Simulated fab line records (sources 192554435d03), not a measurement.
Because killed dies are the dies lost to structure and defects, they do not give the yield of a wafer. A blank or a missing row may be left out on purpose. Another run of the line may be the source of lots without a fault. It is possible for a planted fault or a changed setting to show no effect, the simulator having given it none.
Chamber matching    flow n5 finfet    N5_BEOL_M9_STRIP_19 on rie diel-01 has 3 sister chambers
The step strips in O2. 6 wafers are shown with their chamber, then 4 later ones without.

WAFERS, EACH WITH ITS CHAMBER
wafer   chamber  throttle valve pct (%)  drypump motor current A (A)
L910.6  1        16.19                   6.0
L915.1  2        16.94                   6.2
L915.2  1        16.22                   6.0
L915.4  3        16.80                   5.8
L918.3  2        16.94                   6.3
L918.4  3        16.79                   5.8

WAFERS WHOSE CHAMBER IS MISSING
wafer   throttle valve pct (%)  drypump motor current A (A)
L924.1  16.28                   6.0
L924.6  16.27                   6.0
L932.3  16.84                   5.8
L932.5  16.84                   5.8

WHICH CHAMBER EACH WENT THROUGH
wafer   from the rows above  in truth
L924.1  1                    1
L924.6  1                    1
L932.3  3                    3
L932.5  3                    3
Correct placement for 4 of the 4. Left unplaced by these rows: 0. Wrongly placed: 0.
How it was worked out, from the rows above alone: a wafer's distance from a chamber is the root of the sum, over the readings, of the square of ((its reading less the chamber's mean) divided by the reading's scatter). The wafer belongs to the nearest chamber; if the next one is less than 2 further off, it can't be placed. The mean given for a chamber averages the wafers shown for that chamber. The scatter is the square root of a quotient: the sum, over the shown wafers, of each reading's squared deviation from its chamber's mean, divided by wafers minus chambers.
